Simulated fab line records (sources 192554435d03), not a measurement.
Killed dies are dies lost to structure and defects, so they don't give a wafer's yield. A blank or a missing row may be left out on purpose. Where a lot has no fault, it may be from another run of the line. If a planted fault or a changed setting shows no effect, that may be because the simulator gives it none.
Which tool was responsible?    flow n5_finfet    9 lots, 27 wafers sampled, at 6 steps of a route of 1938

WHAT THE GAUGES SHOWED, per wafer
N5_STI_FIN_REVEAL_THK_MEAS_05.
lot   measured     on             thk_nm (nm)
L124  day 2 11:59  film_metro-02  132.5 132.0 131.0
L127  day 3 04:05  film_metro-02  132.2 132.5 132.0
L129  day 3 15:32  film_metro-02  132.9 134.0 132.6
L131  day 4 05:26  film_metro-02  132.0 130.6 133.1
L133  day 4 19:33  film_metro-02  132.6 132.8 132.3
L136  day 5 12:25  film_metro-02  132.9 132.2 132.0
L139  day 6 04:10  film_metro-01  132.3 132.1 133.7
L141  day 6 18:23  film_metro-02  135.1 133.5 131.8
L142  day 6 23:25  film_metro-01  132.8 131.8 132.7

N5_STI_FIN_REVEAL_INSPECT_13: inspects for defects (darkfield).
lot   measured     on                 raw_defect_count
L124  day 2 15:56  defect_inspect-01  13 10 15
L127  day 3 07:23  defect_inspect-01  18 15 8
L129  day 3 19:59  defect_inspect-01  8 7 15
L131  day 4 09:02  defect_inspect-01  13 16 15
L133  day 4 22:55  defect_inspect-02  311 332 364
L136  day 5 15:41  defect_inspect-02  314 316 324
L139  day 6 08:06  defect_inspect-02  4 17 20
L141  day 6 22:05  defect_inspect-02  11 12 6
L142  day 7 02:54  defect_inspect-02  12 7 9

N5_BEOL_M4_RC_MEAS_101.
lot   measured      on         DIBL_N (mV/V)   DIBL_P (mV/V)   IOFF_N (nA/um)  IOFF_P (nA/um)  ION_N (uA/um)  ION_P (uA/um)  SS_N (mV/dec)   SS_P (mV/dec)   VT_N (mV)    VT_P (mV)
L124  day 7 19:43   prober-02  40.0 36.8 42.1  39.1 35.1 40.9  0.22 0.16 0.27  0.33 0.23 0.35  686 680 691    470 469 472    71.7 71.4 72.3  73.7 73.0 74.2  242 249 243  -242 -248 -241
L127  day 8 21:13   prober-01  37.0 32.8 34.7  38.6 32.4 35.2  0.17 0.09 0.12  0.24 0.14 0.18  697 651 666    480 450 459    71.6 71.4 71.6  72.8 71.4 72.1  247 259 253  -249 -254 -249
L129  day 9 03:22   prober-02  39.0 40.6 37.3  39.4 43.2 38.2  0.20 0.26 0.17  0.25 0.31 0.22  681 693 698    464 473 469    71.6 72.8 72.0  74.0 74.9 73.0  247 243 248  -249 -248 -251
L131  day 9 07:28   prober-01  35.1 37.2 37.0  35.3 38.0 37.3  0.15 0.19 0.19  0.22 0.27 0.26  687 687 687    473 472 470    71.1 72.2 71.5  73.1 73.1 73.8  246 245 245  -248 -245 -247
L133  day 10 02:01  prober-02  39.1 38.3 41.6  39.9 37.7 44.0  0.21 0.19 0.27  0.28 0.24 0.34  685 680 706    467 461 480    71.8 71.5 73.0  74.1 72.9 75.6  245 248 244  -247 -249 -245
L136  day 11 02:35  prober-02  39.9 41.4 40.8  41.3 42.9 42.1  0.23 0.26 0.24  0.32 0.39 0.35  704 688 692    487 475 484    72.3 72.9 71.7  74.4 74.6 74.7  243 241 241  -244 -241 -241
L139  day 11 22:19  prober-01  41.3 36.2 35.9  41.0 35.4 33.3  0.29 0.17 0.14  0.34 0.23 0.19  697 689 667    476 479 455    71.5 71.1 71.7  74.8 73.6 72.6  239 246 251  -244 -246 -250
L141  day 12 06:49  prober-01  38.4 36.5 37.4  39.6 37.6 38.9  0.22 0.18 0.21  0.29 0.25 0.28  672 695 703    459 473 474    73.0 71.3 71.7  74.3 74.1 74.2  248 248 245  -246 -246 -244
L142  day 12 10:14  prober-01  38.1 39.1 36.4  38.7 39.5 35.6  0.18 0.20 0.16  0.23 0.24 0.19  679 674 685    459 458 465    72.0 71.9 71.9  73.5 73.8 73.0  246 246 249  -250 -250 -252

EACH LOT AND THE TOOL THAT RAN IT (in order: tool; ch and the chambers of the sampled wafers; start)
lot   N5_STI_FIN_REVEAL_CMP_04      N5_STI_FIN_REVEAL_STRIP_24         N5_STI_FIN_REVEAL_ETCH_34
L124  cmp-03 ch 0,1,3, day 2 11:41  rie_diel-06 ch 2,3, day 2 12:31    rie_si-05 ch 0,1,3, day 2 14:59
L127  cmp-03 ch 1,2, day 3 03:49    rie_diel-04 ch 0,3, day 3 04:21    rie_si-05 ch 0,3, day 3 06:40
L129  cmp-03 ch 0,2,3, day 3 15:17  rie_diel-02 ch 0,3, day 3 15:50    rie_si-02 ch 0,2, day 3 19:17
L131  cmp-03 ch 0,1,3, day 4 05:13  rie_diel-02 ch 0,2,3, day 4 05:46  rie_si-05 ch 0,1,2, day 4 08:20
L133  cmp-03 ch 0,1,3, day 4 19:17  rie_diel-04 ch 0,2,3, day 4 19:53  rie_si-02 ch 1,3, day 4 22:13
L136  cmp-03 ch 0,1,2, day 5 12:11  rie_diel-02 ch 0,2,3, day 5 12:41  rie_si-02 ch 1,2, day 5 14:59
L139  cmp-04 ch 0,1,3, day 6 03:53  rie_diel-02 ch 0,1,3, day 6 05:06  rie_si-05 ch 1,3, day 6 07:25
L141  cmp-02 ch 1,2,3, day 6 18:10  rie_diel-06 ch 1,2, day 6 18:44    rie_si-03 ch 0,2,3, day 6 21:04
L142  cmp-04 ch 0,1,3, day 6 23:07  rie_diel-02 ch 0,2,3, day 6 23:54  rie_si-05 ch 0,1,3, day 7 02:12
- N5_STI_FIN_REVEAL_CMP_04: polishes, stops on Si3N4, t overpolish 4 s, target thk 131.83 nm.
- N5_STI_FIN_REVEAL_STRIP_24: strips in N2/H2, time 90 s.
- N5_STI_FIN_REVEAL_ETCH_34: etches Si in H2, material Si, target depth 0.97 nm.

WHAT THE TOOLS THEMSELVES READ (means of the sampled wafers that have a number; where no wafer has one, the mark that the record gives instead)
N5_STI_FIN_REVEAL_CMP_04.
lot   tool    motor_current_A (A)  overpolish_run_s (s)  slurry_filter_dp_kPa (kPa)  time_to_endpoint_s (s)
L124  cmp-03  8.3                  3.995                 13.49                       102
L127  cmp-03  8.7                  4.000                 13.52                       103
L129  cmp-03  8.3                  4.008                 13.41                       105
L131  cmp-03  8.6                  4.002                 13.63                       108
L133  cmp-03  8.4                  3.996                 13.60                       105
L136  cmp-03  8.5                  3.997                 13.47                       100
L139  cmp-04  7.9                  3.999                 13.41                       104
L141  cmp-02  8.3                  3.991                 13.47                       104
L142  cmp-04  8.0                  4.004                 13.53                       104

N5_STI_FIN_REVEAL_STRIP_24.
lot   tool         drypump_motor_current_A (A)  oes_product_au (a.u.)  rf_vpp_V (V)  showerhead_plenum_p_Torr (Torr)  throttle_valve_pct (%)
L124  rie_diel-06  5.5                          0.85                   45.2          3.39                             12.29
L127  rie_diel-04  5.9                          0.78                   44.9          3.42                             12.12
L129  rie_diel-02  5.7                          0.81                   45.1          3.44                             12.17
L131  rie_diel-02  5.3                          0.81                   45.0          3.45                             12.19
L133  rie_diel-04  5.9                          0.76                   45.9          3.36                             12.10
L136  rie_diel-02  5.3                          0.79                   46.2          3.45                             12.22
L139  rie_diel-02  5.6                          0.78                   45.8          3.35                             12.18
L141  rie_diel-06  6.0                          0.88                   45.6          3.34                             12.32
L142  rie_diel-02  5.3                          0.78                   45.0          3.44                             12.24

N5_STI_FIN_REVEAL_ETCH_34.
lot   tool       drypump_motor_current_A (A)  he_backside_leak_sccm (sccm)  he_flow_sccm (sccm)  oes_product_au (a.u.)  rf_fwd_power_W (W)  throttle_valve_pct (%)
L124  rie_si-05  6.1                          2.61                          142.8                1.002                  295.7               26.1
L127  rie_si-05  6.0                          2.62                          142.4                1.001                  296.8               26.9
L129  rie_si-02  5.7                          2.65                          142.8                0.997                  297.0               26.1
L131  rie_si-05  6.2                          2.51                          142.5                1.007                  297.1               26.1
L133  rie_si-02  5.8                          2.92                          142.9                0.986                  297.7               24.9
L136  rie_si-02  5.6                          2.75                          142.2                0.990                  297.5               25.9
L139  rie_si-05  6.1                          2.58                          142.5                1.001                  296.8               25.3
L141  rie_si-03  5.4                          3.10                          142.1                0.980                  296.9               25.1
L142  rie_si-05  6.1                          2.49                          142.7                0.996                  296.5               26.1

THE ANSWER, worked out from the rows above alone
Rule: what is usual is taken from the lots themselves. The widest of any qualifying gaps counts: lots, ordered by their means at a reading, are off when they make up no more than a third of the lots, leave a main group of 4 or more, and stand apart from it by 3 or more times the standard deviation of that group's means. If all means in a main group match to the digits the tables above print for the reading, that group is not used. A lot without any number at a reading at which 4 lots or more have one is off too. Any other lot the step has rows for is counted as sound. The gauges are gone through in route order, then the tools' own readings, and for those a lot's mean is taken as printed above. At the first step where some lot is off, the reading lying furthest off is the one used; lots without a number count as furthest.
Off at N5_STI_FIN_REVEAL_INSPECT_13 (raw_defect_count): L133, L136. The main group has a mean of 12 with a standard deviation of 2.1.
If a tool, at a process step before that reading, ran all the lots that are off and no sound lot after the first of them, it fits. Those tools and the gauges at N5_STI_FIN_REVEAL_INSPECT_13 are tried in the same way. Undecided on this evidence; 2 tools fit (cmp-03 at N5_STI_FIN_REVEAL_CMP_04, rie_si-02 at N5_STI_FIN_REVEAL_ETCH_34).

WHAT WAS PUT IN BY THE SIMULATOR
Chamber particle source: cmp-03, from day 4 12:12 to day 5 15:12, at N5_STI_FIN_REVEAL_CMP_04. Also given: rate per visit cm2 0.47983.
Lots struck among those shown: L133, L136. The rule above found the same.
